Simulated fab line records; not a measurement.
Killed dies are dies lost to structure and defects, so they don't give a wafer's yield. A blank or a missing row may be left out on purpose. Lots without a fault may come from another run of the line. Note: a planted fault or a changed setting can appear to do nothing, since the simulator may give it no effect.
Chamber matching | flow n5-finfet | N5_BEOL_M12_VIA_ETCH_16 on rie-diel-06: 4 sister chambers
The step etches SiOC in C4F8/O2/Ar, target depth 724.8 nm. 4 wafers are shown with their chamber, then 7 later ones without.

WAFERS WITH THEIR CHAMBER
wafer  | chamber | drypump-motor-current-A (A)
L076.2 | 3       | 6.8
L087.6 | 0       | 5.5
L089.1 | 1       | 5.3
L089.3 | 2       | 5.4

WAFERS WITHOUT THEIR CHAMBER
wafer  | drypump-motor-current-A (A)
L089.6 | 5.5
L091.1 | 5.4
L091.5 | 5.4
L091.6 | 5.4
L094.2 | 6.9
L094.4 | 5.4
L094.6 | 5.4

EACH ONE'S CHAMBER
wafer  | from the rows above | in truth
L089.6 | 0                   | 0
L091.1 | 2                   | 2
L091.5 | 2                   | 2
L091.6 | 2                   | 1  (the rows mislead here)
L094.2 | 3                   | 3
L094.4 | 2                   | 2
L094.6 | 2                   | 2
6 of 7 placed correctly. Left unplaced by these rows: 0. 1 placed wrongly.
How it was worked out, from the rows above alone: a wafer's distance from a chamber is the root of the sum, over the readings, of the square of ((its reading less the chamber's mean) divided by the reading's scatter). The wafer belongs to the nearest chamber; if the next one is less than 2 further off, it can't be placed. Each chamber's mean is taken over the wafers shown for it. The scatter: root of mean squared gap, hidden wafer to nearest shown wafer, with one shown wafer a chamber.
